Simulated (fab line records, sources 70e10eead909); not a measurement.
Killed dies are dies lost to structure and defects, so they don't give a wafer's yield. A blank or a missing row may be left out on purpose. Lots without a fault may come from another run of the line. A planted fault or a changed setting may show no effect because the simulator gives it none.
fab line records | flow nand_harc
record lots=24 wafers=72 last_day=25
route steps=1159 shown A_SGD_CUT@777 A_WL_FILL@815 A_CONTACT@840
lots that met no fault: from a run of the same line without faults
start_h: hours from the record's first day to the start of the lot's first wafer shown | wait_h: hours since the lot's step before | " the same as in the row above | L1.1+2: a row that stands for several wafers | - no value, or no start given | * or withheld: withheld | < > ~ a bound
route shown NAME@n: a module of which the file shows steps, and the number in the route of the first | usual: mean/standard deviation of fault-free wafers | same: alike in all rows | chamber/n: place in a boat | sites: the reading at each site | _std_site: their standard deviation | _edge_site: outer sites' mean less inner sites' | radius_mm: how far each site lies from the wafer's centre | mask NAME#n: copy n | behind: the tool/chamber that last shaped the wafer | hold: why the lot was held/for how many hours/how that ended | device: the transistor (n, p or np) that didn't switch | end of line: the same wafers' tests at the end of the route | a step without rows: its recipe alone | killed: dies lost to structure and defects at the first sort, not the wafer's yield | map: a wafer's dies, x killed, . not, _ none there
set.NAME: the setting as run; set.NAME@STEP: as run at that earlier step | model.NAME: the simulator's own value behind a step, which no gauge read
steps of the route over a sample of lots; a table a step, a row a wafer
services: from which hour (start_h, from the record's first day; less than 0 if before it) a tool's chamber was out of use, for how many hours, and why
## steps
# step NHARC_A_SGD_CUT_STRIP_28
# recipe time_s=20 o2_flow_sccm=500 ar_flow_sccm=0 bias_w=0 chemistry=O2
# usual chamber_pressure_mTorr=60.01/0.054 drypump_motor_current_A=5.8/0.5 oes_product_au=0.998/0.007 rf_vpp_V=57.7/0.82 showerhead_plenum_p_Torr=3.51/0.12 throttle_valve_pct=17.037/0.0096
# same time_s=20
# columns lot.wafer tool chamber start_h wait_h chamber_pressure_mTorr drypump_motor_current_A oes_product_au rf_hours_counter_h rf_vpp_V showerhead_plenum_p_Torr throttle_valve_pct
L074.1 rie_diel-06 3 - - 59.98 6.0 1.003 8 57.5 3.41 17.032
L074.4 " 0 " " 60.07 5.8 0.995 6 58.2 3.45 17.041
L074.5 " 1 " " 59.99 6.0 0.999 - 58.8 3.53 17.050
L077.3 rie_diel-12 0 - - 59.98 5.9 0.990 9 57.1 3.30 17.042
L077.4 " 1 " " 60.06 5.4 1.001 9 58.4 3.40 17.026
L077.6 " 2 " " 60.05 6.4 0.986 - 57.1 3.69 17.035
L076.2 rie_diel-09 1 - - 60.00 5.1 0.989 6 59.0 3.58 17.048
L076.1 " 3 " " 60.03 5.4 0.997 6 56.8 3.55 17.039
L076.6 " 0 " " 59.95 5.1 0.993 - 57.1 3.71 17.035
L078.3 rie_diel-12 1 - - 60.00 5.4 0.997 9 57.3 3.40 17.044
L078.4 " 0 " " 60.15 5.9 1.010 9 57.5 3.30 17.036
L078.5 " 2 " " 60.03 6.4 0.993 - 58.4 3.69 17.033
L075.4 rie_diel-06 0 - - 60.00 5.8 0.990 7 57.7 3.45 17.031
L075.2 " 2 " " 59.97 5.1 0.987 9 57.5 3.53 17.034
L075.6 " 3 " " 60.01 6.0 0.995 - 58.2 3.41 17.038
L079.3 rie_diel-09 3 - - 59.95 5.4 1.005 7 58.2 3.55 17.037
L079.2 " 2 " " 59.99 6.5 0.997 6 57.4 3.39 17.027
L079.5 " 0 " " 59.92 5.1 0.991 - 57.2 3.71 17.045
L080.1 rie_diel-06 2 - - 60.04 5.1 1.003 11 57.6 3.53 17.038
L080.3 " 3 " " 59.99 6.0 0.996 11 57.5 3.41 17.047
L080.2 " 0 " " 60.02 5.8 1.006 8 57.9 3.45 17.027
L081.1 rie_diel-12 1 - - 60.01 5.4 0.995 10 57.2 3.40 17.045
L081.4 " 3 " " 59.99 6.4 1.004 11 56.5 3.60 17.034
L081.6 " 1 " " 59.97 5.4 1.001 - 57.3 3.40 17.027
L082.3 rie_diel-06 2 - - 59.94 5.1 1.000 13 56.9 3.53 17.033
L082.2 " 0 " " 59.93 5.8 0.986 10 57.4 3.45 17.035
L082.6 " 2 " " 60.04 5.1 1.010 - 57.2 3.53 17.042
L084.4 rie_diel-12 2 - - 60.06 6.4 0.999 12 56.8 3.68 17.042
L084.1 " 3 " " 60.07 6.4 1.007 12 57.6 3.60 17.034
L084.6 " 2 " " 60.04 6.4 1.005 - 58.1 3.68 17.041
L083.2 rie_diel-06 1 - - 60.05 6.1 0.999 13 58.5 3.52 17.034
L083.4 " 2 " " 60.09 5.1 0.996 14 58.3 3.53 17.037
L083.5 " 1 " " 59.96 6.0 0.994 - 58.4 3.52 17.048
L086.4 rie_diel-12 2 - - 60.14 6.5 0.994 0 59.3 3.68 17.028
L086.1 " 3 " " 60.01 6.4 1.000 0 57.7 3.60 17.052
L086.2 " 1 " " 60.02 5.4 0.992 0 56.2 3.40 17.058
L087.1 rie_diel-06 2 - - 60.08 5.1 0.992 16 56.3 3.53 17.036
L087.4 " 0 " " 59.98 5.8 0.992 14 58.1 3.44 17.045
L087.5 " 3 " " 60.08 6.0 0.994 - 57.5 3.41 17.024
L089.1 rie_diel-06 2 - - 59.98 5.1 0.998 17 58.0 3.52 17.041
L089.4 " 0 " " 60.04 5.8 0.997 15 55.9 3.44 17.038
L089.5 " 2 " " 59.96 5.1 0.997 - 58.4 3.53 17.029
L085.1 rie_diel-09 0 402.31 0.2 59.88 5.1 0.995 14 58.2 3.71 17.036
L085.3 " 2 " " 59.98 6.5 1.016 13 57.6 3.38 17.024
L085.6 " 3 " " 60.05 5.4 0.999 - 58.0 3.55 17.054
L088.3 rie_diel-12 3 - - 59.99 6.3 1.004 1 57.0 3.60 17.035
L088.4 " 0 " " 59.99 5.9 0.988 1 58.1 3.30 17.045
L088.5 " 1 " " 60.05 5.4 0.990 - 57.8 3.39 17.041
L090.3 rie_diel-12 2 - - 60.00 6.4 0.994 1 57.4 3.68 17.030
L090.1 " 0 " " 59.94 5.9 0.999 2 57.7 3.30 17.018
L090.6 " 3 " " 60.04 6.4 1.001 - 58.1 3.60 17.039
L091.4 rie_diel-09 2 - - 59.99 6.5 1.009 14 59.1 3.38 17.049
L091.2 " 3 " " 59.97 5.4 1.008 16 58.0 3.55 17.031
L091.6 " 1 " " 60.05 5.1 0.998 - 57.0 3.57 17.025
L092.3 rie_diel-06 2 - - 60.14 5.1 1.006 18 58.6 3.52 17.030
L092.2 " 1 " " 60.03 6.0 0.986 18 59.1 3.52 17.037
L092.6 " 2 " " 59.96 5.1 1.004 - 57.5 3.52 17.040
L093.4 rie_diel-09 1 - - 60.05 5.1 0.998 16 56.4 3.57 17.032
L093.2 " 2 " " 60.06 6.5 1.003 16 57.0 3.38 17.021
L093.3 " 0 " " 60.06 5.1 0.986 16 59.1 3.71 17.037
L095.2 rie_diel-12 1 - - 59.97 5.4 0.997 4 57.3 3.39 17.036
L095.6 " 3 " " 59.99 6.3 1.005 - 59.2 3.60 17.037
L095.5 " 0 " " 59.99 5.9 0.999 - 56.7 3.29 17.027
L094.4 rie_diel-06 3 - - 59.92 6.0 1.002 0 57.2 3.40 17.035
L094.6 " 2 " " 59.92 5.1 1.001 - 55.7 3.52 17.046
L094.5 " 3 " " 59.93 6.0 0.991 - 56.3 3.40 17.034
L097.4 rie_diel-12 0 - - 60.00 5.9 1.011 5 56.4 3.29 17.034
L097.3 " 2 " " 59.91 6.5 0.996 5 57.9 3.68 17.052
L097.6 " 3 " " 59.96 6.3 1.002 - 58.5 3.60 17.038
L096.3 rie_diel-09 0 457.94 0.1 59.99 5.1 0.998 2 57.4 3.71 17.021
L096.4 " 0 " " 60.01 5.1 1.000 - 58.2 3.71 17.040
L096.5 " 3 " " 60.03 5.4 0.995 - 56.7 3.54 17.025
# step NHARC_A_WL_FILL_ETCHBACK_05
# recipe target_depth_a=220 time_s=60 temp_c=40 chemistry=Cl2/BCl3
# usual chamber_pressure_mTorr=10.000/0.0094 drypump_motor_current_A=5.8/0.56 oes_product_au=1.003/0.0074
# same time_s=60
# columns lot.wafer tool chamber start_h wait_h chamber_pressure_mTorr drypump_motor_current_A oes_product_au rf_hours_counter_h
L074.1 rie_metal-03 0 338.03 0.2 10.010 6.6 0.993 1.3
L074.4 " 0 " " 9.991 6.5 0.993 -
L074.5 " 1 " " 9.990 5.3 1.006 -
L076.2 rie_metal-02 0 346.90 0.2 10.000 5.0 1.011 4.1
L076.1 " 1 " " 10.020 5.8 1.008 4.1
L076.6 " 0 " " 9.989 5.0 1.013 -
L077.4 rie_metal-01 0 349.73 0.2 9.998 6.4 1.004 -
L077.3 " 1 " " 9.995 5.5 1.002 -
L077.6 " 0 " " 10.003 6.4 1.002 -
L078.4 rie_metal-03 1 350.84 0.2 10.010 5.3 1.003 -
L078.3 " 0 " " 9.981 6.5 1.007 -
L078.5 " 1 " " 10.000 5.3 1.010 -
L075.2 rie_metal-02 1 352.57 0.2 10.005 5.8 0.991 4.6
L075.4 " 1 " " 9.992 5.8 1.002 -
L075.6 " 0 " " 10.002 5.0 1.013 -
L079.2 rie_metal-01 0 359.64 0.2 9.990 6.4 0.999 0.9
L079.3 " 1 " " 10.000 5.5 1.007 -
L079.5 " 0 " " 9.991 6.4 0.997 -
L080.2 rie_metal-01 0 362.14 0.2 9.979 6.4 1.000 1.1
L080.1 " 1 " " 9.998 5.5 0.998 1.1
L080.3 " 0 " " 9.983 6.4 1.001 -
L082.2 rie_metal-02 0 377.61 0.2 10.010 5.0 1.004 5.2
L082.3 " 1 " " 10.000 5.8 0.990 -
L082.6 " 0 " " 10.005 5.0 1.003 -
L081.1 rie_metal-03 0 380.11 0.2 9.999 6.5 0.998 2.4
L081.4 " 0 " " 10.009 6.5 1.000 -
L081.6 " 1 " " 10.010 5.4 0.993 -
L083.2 rie_metal-03 1 390.62 0.2 10.001 5.3 1.002 2.8
L083.4 " 0 " " 10.001 6.5 0.999 -
L083.5 " 1 " " 9.991 5.3 1.013 -
L084.1 rie_metal-01 1 393.39 0.2 10.002 5.5 1.010 1.7
L084.4 " 0 " " 10.001 6.5 1.004 -
L084.6 " 1 " " 10.009 5.5 1.007 -
L086.1 rie_metal-03 0 414.94 0.2 9.994 6.6 1.022 3.4
L086.2 " 1 " " 9.993 5.4 1.006 3.4
L086.4 " 0 " " 9.995 6.6 1.002 -
L087.1 rie_metal-01 1 417.82 0.2 10.013 5.5 1.008 2.2
L087.4 " 1 " " 10.000 5.5 0.995 -
L087.5 " 1 " " 10.000 5.5 1.008 -
L085.1 rie_metal-03 0 423.39 0.2 10.005 6.5 1.008 3.7
L085.3 " 1 " " 10.011 5.3 1.005 -
L085.6 " 0 " " 10.004 6.5 0.995 -
L088.3 rie_metal-02 1 423.51 0.1 10.000 5.8 0.996 -
L088.4 " 0 " " 9.987 5.0 0.998 -
L088.5 " 1 " " 10.000 5.8 0.994 -
L089.1 rie_metal-03 0 426.23 0.2 10.015 6.6 0.995 3.9
L089.4 " 0 " " 9.993 6.5 0.996 -
L089.5 " 0 " " 9.991 6.6 0.996 -
L091.2 rie_metal-03 1 431.96 0.2 10.007 5.4 1.003 4.1
L091.4 " 1 " " 9.985 5.4 1.008 -
L091.6 " 1 " " 9.986 5.4 1.007 -
L092.2 rie_metal-01 0 432.13 0.2 10.014 6.4 0.995 2.7
L092.3 " 1 " " 9.999 5.5 1.017 -
L092.6 " 0 " " 10.002 6.5 1.017 -
L090.1 rie_metal-01 1 434.82 0.2 10.008 5.5 1.001 2.9
L090.3 " 0 " " 10.011 6.4 1.006 -
L090.6 " 0 " " 10.005 6.4 1.007 -
L093.2 rie_metal-03 0 449.51 0.2 10.003 6.5 1.020 4.7
L093.4 " 1 " " 10.012 5.3 1.016 -
L093.3 " 0 " " 9.995 6.5 1.012 -
L095.2 rie_metal-02 0 460.40 0.2 10.005 5.0 0.989 2.1
L095.5 " 0 " " 10.007 5.0 0.996 -
L095.6 " 1 " " 9.997 5.8 1.005 -
L094.4 rie_metal-01 1 460.91 0.2 10.008 5.5 1.008 -
L094.5 " 0 " " 9.990 6.4 1.006 -
L094.6 " 1 " " 10.006 5.5 1.004 -
L097.3 rie_metal-03 0 473.10 0.2 9.999 6.6 0.999 -
L097.4 " 1 " " 10.015 5.4 1.005 -
L097.6 " 1 " " 10.002 5.4 0.993 -
L096.4 rie_metal-01 0 481.20 0.2 9.986 6.4 1.008 -
L096.3 " 1 " " 9.999 5.5 1.007 -
L096.5 " 1 " " 9.996 5.5 1.001 -
# step NHARC_A_CONTACT_DEP_24
# recipe target_thk_a=5000 temp_c=400 pressure_torr=6.5 rf_w=900 teos_flow_sccm=161.4 flow_sccm=2650 target_thk_nm=500 gas=O2 material=SiO2
# usual heater_power_w=548/130 mfc_precursor_sccm=161.4/0.44 throttle_valve_pct=16.2/0.43
# columns lot.wafer tool chamber start_h wait_h heater_power_w mfc_precursor_sccm throttle_valve_pct
L074.1 pecvd-03 2 360.07 0.3 451 161.4 16.2
L074.5 " 2 " " 330 161.4 16.2
L074.4 " 1 " " 430 162.0 15.8
L077.3 pecvd-03 1 368.20 0.1 418 160.6 15.6
L077.6 " 1 " " 439 161.5 16.2
L077.4 " 2 " " 448 161.2 16.2
L076.2 pecvd-02 1 368.27 0.1 546 161.0 16.3
L076.1 " 2 " " 833 161.5 16.1
L076.6 " 2 " " 861 162.4 16.1
L075.2 pecvd-03 1 372.63 0.2 471 161.4 15.7
L075.4 " 2 " " 390 162.3 16.1
L075.6 " 0 " " 661 161.8 16.4
L078.3 pecvd-04 1 373.05 0.2 638 161.7 17.1
L078.5 " 2 " " 469 162.1 16.7
L078.4 " 1 " " 656 161.6 17.0
L079.2 pecvd-03 2 383.97 0.1 366 161.2 16.0
L079.3 " 0 " " 631 161.6 16.3
L079.5 " 2 " " 388 161.3 16.1
L080.2 pecvd-03 2 387.24 0.4 412 161.4 16.1
L080.1 " 0 " " 623 161.1 16.6
L080.3 " 1 " " 407 160.3 15.8
L081.1 pecvd-03 1 401.22 0.1 431 160.7 15.8
L081.6 " 2 " " 439 161.5 16.2
L081.4 " 0 " " 635 161.5 16.7
L082.3 pecvd-03 1 404.38 0.1 446 160.9 16.0
L082.2 " 2 " " 429 160.8 16.3
L082.6 " 0 " " 618 160.8 16.6
L083.2 pecvd-03 2 412.62 0.1 416 161.7 16.1
L083.4 " 2 " " 439 162.5 16.2
L083.5 " 1 " " 506 162.1 15.9
L084.1 pecvd-02 1 416.93 0.1 597 161.3 15.8
L084.6 " 1 " " 457 161.5 16.2
L084.4 " 2 " " 685 160.9 16.2
L086.2 pecvd-04 0 437.77 0.5 491 161.7 15.5
L086.1 " 1 " " 613 161.7 16.7
L086.4 " 2 " " 379 161.3 16.8
L087.1 pecvd-02 1 439.86 0.2 551 161.6 16.1
L087.5 " 2 " " 898 161.9 16.2
L087.4 " 0 " " 513 160.6 16.0
L085.3 pecvd-03 0 447.14 0.1 639 161.6 16.6
L085.1 " 1 " " 476 162.3 15.9
L085.6 " 2 " " 335 161.4 16.3
L089.1 pecvd-02 1 447.27 0.1 601 161.3 16.3
L089.4 " 1 " " 609 161.4 16.4
L089.5 " 2 " " 694 161.1 16.1
L088.3 pecvd-03 2 453.30 0.1 429 161.2 16.4
L088.5 " 0 " " 499 160.6 16.5
L088.4 " 1 " " 385 162.2 16.0
L090.3 pecvd-04 0 454.33 0.1 521 161.5 15.4
L090.1 " 1 " " 634 161.9 16.5
L090.6 " 0 " " 538 161.9 15.3
L092.3 pecvd-04 1 457.62 0.1 699 160.8 16.5
L092.2 " 2 " " 380 160.7 16.8
L092.6 " 2 " " 412 160.8 16.7
L091.2 pecvd-02 0 458.67 0.1 597 161.5 16.2
L091.4 " 2 " " 763 161.1 16.2
L091.6 " 0 " " 456 161.6 16.2
L093.3 pecvd-04 0 471.18 0.1 482 161.7 15.2
L093.2 " 1 " " 723 161.6 16.5
L093.4 " 0 " " 491 161.6 15.2
L095.2 pecvd-04 1 492.80 0.1 617 161.9 16.4
L095.6 " 0 " " 555 161.5 15.3
L095.5 " 1 " " 658 161.4 16.7
L094.4 pecvd-03 2 497.21 0.3 425 161.5 15.7
L094.5 " 0 " " 620 162.3 16.3
L094.6 " 1 " " 483 161.5 15.2
L097.3 pecvd-04 1 502.17 0.2 774 161.4 16.4
L097.4 " 0 " " 521 161.7 15.4
L097.6 " 1 " " 777 161.3 16.6
L096.3 pecvd-02 2 507.73 0.2 859 161.4 16.4
L096.5 " 0 " " 593 161.2 16.4
L096.4 " 2 " " 902 161.5 16.2
# step NHARC_A_CONTACT_CD_MEAS_53
# usual cd_nm=189.5/0.73
# columns lot.wafer tool chamber start_h wait_h cd_nm
L074.1 cd_sem-02 - 367.15 - 189.0
L074.4 " - " " 189.7
L074.5 " - " " 189.1
L077.3 cd_sem-02 - 376.19 - 189.8
L077.4 " - " " 189.5
L077.6 " - " " 189.6
L076.1 cd_sem-02 - 376.24 - 189.9
L076.2 " - " " 189.9
L076.6 " - " " 190.0
L075.2 cd_sem-01 - 382.77 - 189.1
L075.4 " - " " 189.5
L075.6 " - " " 189.3
L078.3 cd_sem-01 - 383.17 - 188.1
L078.4 " - " " 187.9
L078.5 " - " " 188.7
L079.2 cd_sem-02 - 391.72 - 190.7
L079.3 " - " " 190.5
L079.5 " - " " 190.5
L080.1 cd_sem-02 - 394.42 - 189.9
L080.2 " - " " 189.2
L080.3 " - " " 189.5
L081.1 cd_sem-02 - 408.21 - 188.8
L081.4 " - " " 189.1
L081.6 " - " " 188.8
L082.2 cd_sem-03 - 417.68 - 190.3
L082.3 " - " " 189.3
L082.6 " - " " 189.6
L083.2 cd_sem-03 - 422.80 - 189.7
L083.4 " - " " 189.9
L083.5 " - " " 190.1
L084.1 cd_sem-03 - 425.59 - 187.7
L084.4 " - " " 188.3
L084.6 " - " " 187.6
L086.1 cd_sem-01 - 444.87 - 188.8
L086.2 " - " " 188.7
L086.4 " - " " 188.7
L087.1 cd_sem-02 - 446.68 - 190.1
L087.4 " - " " 190.3
L087.5 " - " " 191.1
L085.1 cd_sem-01 - 454.33 - 190.0
L085.3 " - " " 189.7
L085.6 " - " " 189.8
L089.1 cd_sem-03 - 454.37 - 189.5
L089.4 " - " " 189.6
L089.5 " - " " 188.9
L088.3 cd_sem-01 - 460.58 - 190.5
L088.4 " - " " 190.1
L088.5 " - " " 190.1
L090.1 cd_sem-02 - 461.69 - 190.2
L090.3 " - " " 189.4
L090.6 " - " " 189.6
L092.2 cd_sem-03 - 466.62 - 188.7
L092.3 " - " " 189.0
L092.6 " - " " 188.8
L091.2 cd_sem-02 - 470.16 - 190.7
L091.4 " - " " 189.8
L091.6 " - " " 190.2
L093.2 cd_sem-01 - 478.58 - 188.7
L093.3 " - " " 189.5
L093.4 " - " " 188.5
L095.2 cd_sem-02 - 499.79 - 189.3
L095.5 " - " " 189.7
L095.6 " - " " 189.6
L094.4 cd_sem-01 - 504.04 - 188.7
L094.5 " - " " 188.7
L094.6 " - " " 188.6
L097.3 cd_sem-02 - 509.13 - 190.8
L097.4 " - " " 190.6
L097.6 " - " " 190.0
L096.3 cd_sem-02 - 517.13 - 189.9
L096.4 " - " " 189.9
L096.5 " - " " 190.1
# step NHARC_A_CONTACT_STRIP_55
# recipe o2_flow_sccm=500 ar_flow_sccm=0 bias_w=0 chemistry=O2
# usual chamber_pressure_mTorr=60.00/0.051 drypump_motor_current_A=5.3/0.44 oes_product_au=0.999/0.0072 rf_vpp_V=57.7/0.79 showerhead_plenum_p_Torr=3.53/0.13 throttle_valve_pct=17.035/0.0086
# columns lot.wafer tool chamber start_h wait_h chamber_pressure_mTorr drypump_motor_current_A oes_product_au rf_hours_counter_h rf_vpp_V showerhead_plenum_p_Torr throttle_valve_pct
L074.4 rie_diel-04 2 - - 59.92 5.4 1.010 28 57.8 3.49 17.031
L074.1 " 3 " " 60.02 6.7 1.003 24 57.2 3.37 17.040
L074.5 " 1 " " 59.91 5.0 0.998 - 58.4 3.48 17.041
L077.4 rie_diel-08 1 - - 60.06 6.4 1.007 23 55.5 3.41 17.048
L077.3 " 2 " " 60.02 5.2 1.008 27 57.5 3.75 17.040
L077.6 " 0 " " 59.90 5.9 1.003 - 57.7 3.29 17.029
L076.1 rie_diel-04 1 - - 60.06 5.0 1.000 25 57.9 3.48 17.028
L076.2 " 2 " " 59.98 5.4 0.998 30 57.9 3.48 17.058
L076.6 " 3 " " 60.04 6.7 0.992 - 56.3 3.37 17.036
L075.2 rie_diel-07 2 - - 60.01 4.9 1.002 29 57.1 3.61 17.026
L075.4 " 3 " " 60.04 5.1 0.991 27 57.2 3.42 17.038
L075.6 " 1 " " 60.02 5.0 0.999 - 57.3 3.68 17.029
L078.3 rie_diel-08 1 - - 60.04 6.4 1.005 26 59.4 3.41 17.030
L078.4 " 2 " " 59.97 5.2 0.999 30 58.7 3.75 17.029
L078.5 " 0 " " 60.04 5.9 1.006 - 57.1 3.29 17.026
L079.3 rie_diel-08 2 - - 59.96 5.2 0.999 34 57.4 3.75 17.029
L079.2 " 3 " " 60.01 5.5 0.994 34 57.2 3.28 17.028
L079.5 " 2 " " 60.09 5.2 1.003 - 58.2 3.75 17.034
L080.1 rie_diel-07 2 - - 59.98 5.0 0.996 32 59.0 3.61 17.048
L080.3 " 3 " " 59.93 5.1 0.980 30 58.4 3.42 17.026
L080.2 " 0 " " 60.01 5.3 0.990 32 57.2 3.62 17.030
L081.4 rie_diel-04 1 - - 59.95 5.0 1.017 38 57.3 3.48 17.035
L081.1 " 2 " " 60.00 5.4 1.000 42 57.9 3.48 17.029
L081.6 " 2 " " 59.99 5.4 1.003 - 58.2 3.48 17.036
L082.3 rie_diel-07 3 - - 59.95 5.1 1.001 1 58.1 3.42 17.031
L082.2 " 0 " " 60.03 5.3 0.987 0 57.2 3.62 17.045
L082.6 " 1 " " 60.08 5.0 0.998 - 59.0 3.67 17.037
L083.2 rie_diel-07 1 - - 59.99 5.0 1.000 2 57.7 3.67 17.043
L083.4 " 0 " " 60.02 5.3 1.010 2 58.3 3.62 17.038
L083.5 " 2 " " 60.05 5.0 0.999 - 58.6 3.61 17.036
L084.4 rie_diel-04 1 - - 59.96 5.0 1.001 43 55.2 3.47 17.045
L084.1 " 2 " " 60.01 5.4 0.996 46 57.4 3.48 17.041
L084.6 " 2 " " 59.94 5.4 0.997 - 57.5 3.48 17.035
L086.2 rie_diel-07 1 - - 59.89 5.0 0.991 6 56.5 3.67 17.030
L086.4 " 2 " " 60.00 5.0 1.007 5 59.1 3.61 17.034
L086.1 " 3 " " 60.10 5.1 0.998 4 58.1 3.41 17.041
L087.4 rie_diel-07 2 - - 59.93 5.0 0.992 5 57.9 3.61 17.038
L087.1 " 1 " " 60.05 5.0 1.002 6 57.8 3.67 17.037
L087.5 " 3 " " 59.97 5.1 0.994 - 56.6 3.41 17.026
L085.3 rie_diel-07 2 - - 59.96 5.0 1.002 7 58.3 3.61 17.020
L085.1 " 0 " " 59.99 5.3 0.998 7 58.1 3.62 17.036
L085.6 " 2 " " 59.96 5.0 1.018 - 59.1 3.61 17.039
L089.4 rie_diel-07 0 - - 60.09 5.3 0.988 7 57.5 3.62 17.024
L089.1 " 1 " " 59.99 5.0 0.988 7 56.7 3.67 17.043
L089.5 " 2 " " 59.97 5.0 0.993 - 57.6 3.61 17.035
L088.4 rie_diel-07 1 - - 60.00 5.0 1.001 9 58.8 3.67 17.025
L088.3 " 2 " " 60.03 4.9 1.007 9 57.1 3.60 17.041
L088.5 " 0 " " 59.99 5.3 0.990 - 58.6 3.62 17.023
L090.1 rie_diel-07 3 - - 60.00 5.1 0.998 9 57.6 3.41 17.049
L090.3 " 1 " " 59.95 5.0 0.994 9 57.8 3.67 17.036
L090.6 " 3 " " 59.97 5.1 1.001 - 56.5 3.41 17.041
L092.3 rie_diel-07 3 - - 60.03 5.1 1.015 10 58.0 3.41 17.042
L092.2 " 1 " " 60.03 5.0 0.995 11 57.8 3.67 17.041
L092.6 " 3 " " 59.93 5.1 0.999 - 57.7 3.41 17.042
L091.4 rie_diel-07 3 - - 59.98 5.1 1.006 12 57.9 3.41 17.025
L091.2 " 2 " " 60.02 4.9 1.000 12 56.7 3.60 17.022
L091.6 " 0 " " 60.00 5.3 0.998 - 58.6 3.61 17.026
L093.3 rie_diel-08 2 - - 60.03 5.2 0.991 69 57.5 3.73 17.051
L093.2 " 0 " " 59.94 5.9 1.001 56 57.1 3.27 17.047
L093.4 " 1 " " 60.11 6.4 0.996 66 56.5 3.39 17.043
L095.2 rie_diel-07 0 - - 60.01 5.3 0.988 17 56.6 3.61 17.037
L095.5 " 1 " " 59.88 5.0 0.994 - 58.2 3.66 17.032
L095.6 " 2 " " 60.06 5.0 1.001 - 59.5 3.60 17.018
L094.4 rie_diel-07 0 - - 59.93 5.3 0.989 18 57.1 3.61 17.038
L094.6 " 1 " " 60.00 5.0 1.002 - 58.2 3.66 17.040
L094.5 " 2 " " 60.00 5.0 1.000 - 58.6 3.60 17.040
L097.3 rie_diel-07 3 - - 59.99 5.1 0.982 19 57.4 3.41 17.042
L097.4 " 1 " " 59.99 5.0 0.997 19 57.7 3.66 17.039
L097.6 " 3 " " 59.97 5.1 0.995 - 57.6 3.41 17.038
L096.4 rie_diel-07 1 - - 60.13 5.0 1.004 22 57.9 3.66 17.031
L096.3 " 3 " " 60.00 5.1 1.009 22 56.8 3.40 17.034
L096.5 " 1 " " 60.01 5.0 1.004 - 58.7 3.66 17.033
# step NHARC_A_CONTACT_ETCH_127
# recipe source_w=withheld pressure_mtorr=20 bias_v=1200 time_s=155 target_depth_a=9560 ar_flow_sccm=withheld c4f8_flow_sccm=withheld o2_flow_sccm=withheld chemistry=C4F8/O2/Ar
# usual chamber_pressure_mTorr=19.998/0.019
# same time_s=155
# columns lot.wafer tool chamber start_h wait_h chamber_pressure_mTorr rf_hours_counter_h
L074.1 har_cap_etch-01 0 372.70 0.1 20.019 59
L074.4 " 1 " " 20.001 -
L074.5 " 1 " " 20.017 -
L077.4 har_cap_etch-01 1 383.43 0.1 19.977 -
L077.3 " 0 " " 19.988 -
L077.6 " 1 " " 20.002 -
L076.1 har_cap_etch-02 0 383.61 0.1 20.033 11
L076.2 " 1 " " 19.981 11
L076.6 " 1 " " 20.006 -
L075.2 har_cap_etch-03 1 388.20 0.1 19.998 81
L075.4 " 1 " " 20.037 -
L075.6 " 1 " " 19.991 -
L078.4 har_cap_etch-02 1 389.90 0.1 19.996 -
L078.3 " 0 " " 19.973 -
L078.5 " 0 " " 19.977 -
L079.2 har_cap_etch-02 0 398.38 0.1 19.974 15
L079.3 " 1 " " 19.992 -
L079.5 " 1 " " 20.011 -
L080.2 har_cap_etch-01 0 399.66 0.2 20.014 65
L080.1 " 1 " " 19.992 65
L080.3 " 1 " " 20.031 -
L081.1 har_cap_etch-02 1 416.03 0.1 19.983 18
L081.4 " 1 " " 19.985 -
L081.6 " 0 " " 19.984 -
L082.2 har_cap_etch-01 0 425.37 0.1 20.010 69
L082.3 " 0 " " 20.016 -
L082.6 " 0 " " 20.009 -
L083.2 har_cap_etch-03 0 429.00 0.1 19.964 87
L083.4 " 0 " " 20.003 -
L083.5 " 1 " " 20.021 -
L084.1 har_cap_etch-02 0 430.79 0.1 19.972 20
L084.4 " 0 " " 19.988 -
L084.6 " 1 " " 19.992 -
L086.1 har_cap_etch-02 0 450.12 0.1 20.005 22
L086.2 " 1 " " 20.031 22
L086.4 " 0 " " 19.947 -
L087.1 har_cap_etch-01 1 451.88 0.1 20.031 72
L087.4 " 1 " " 19.990 -
L087.5 " 1 " " 20.003 -
L085.1 har_cap_etch-03 1 460.75 0.1 19.996 93
L085.3 " 0 " " 20.025 -
L085.6 " 1 " " 20.007 -
L089.1 har_cap_etch-02 0 461.12 0.1 19.999 26
L089.4 " 1 " " 19.995 -
L089.5 " 0 " " 19.987 -
L088.3 har_cap_etch-03 0 468.09 0.1 19.994 -
L088.4 " 1 " " 19.992 -
L088.5 " 0 " " 20.004 -
L090.1 har_cap_etch-03 0 469.97 0.1 20.016 95
L090.3 " 1 " " 19.980 -
L090.6 " 0 " " 19.995 -
L092.2 har_cap_etch-01 1 472.76 0.1 20.023 77
L092.3 " 0 " " 19.983 -
L092.6 " 0 " " 20.022 -
L091.2 har_cap_etch-02 1 475.97 0.1 20.003 29
L091.4 " 0 " " 19.989 -
L091.6 " 1 " " 19.987 -
L093.2 har_cap_etch-03 0 484.00 0.1 19.971 98
L093.3 " 1 " " 20.031 -
L093.4 " 0 " " 20.008 -
L095.2 har_cap_etch-02 1 506.54 0.1 19.976 32
L095.5 " 1 " " 20.007 -
L095.6 " 0 " " 20.002 -
L094.4 har_cap_etch-03 0 509.32 0.1 20.021 -
L094.6 " 1 " " 19.988 -
L094.5 " 0 " " 19.996 -
L097.3 har_cap_etch-01 0 514.55 0.1 19.999 -
L097.4 " 1 " " 20.016 -
L097.6 " 0 " " 19.976 -
L096.4 har_cap_etch-01 1 522.93 0.1 19.992 -
L096.3 " 0 " " 20.018 -
L096.5 " 0 " " 19.959 -
## services
# columns tool chamber start_h hours kind
rie_metal-03 0 290.27 19.5 repair
pecvd-03 - 292.12 13.0 pm
rie_metal-03 1 302.88 13.7 repair
har_cap_etch-02 - 305.00 17.0 pm
rie_metal-01 - 332.00 9.0 pm
rie_diel-07 3 346.18 2.7 repair
rie_metal-03 1 346.30 1.0 repair
rie_diel-07 1 348.72 1.5 repair
rie_metal-03 - 359.36 0.3 repair
rie_diel-12 - 379.40 9.0 pm
rie_diel-12 - 389.06 1.5 repair
rie_metal-03 - 396.03 0.2 repair
rie_metal-01 - 396.60 0.2 repair
rie_metal-01 1 397.45 1.2 repair
rie_diel-07 - 405.27 9.0 pm
rie_diel-06 - 418.20 9.0 pm
pecvd-03 - 442.50 0.2 repair
rie_metal-03 - 453.00 9.0 pm
rie_diel-12 2 462.04 9.5 repair
rie_diel-12 0 471.20 8.2 repair
pecvd-03 - 473.21 13.0 pm
rie_diel-06 1 495.80 11.9 repair
rie_metal-01 - 509.00 9.0 pm
rie_diel-06 2 511.32 6.2 repair
## key
fault none
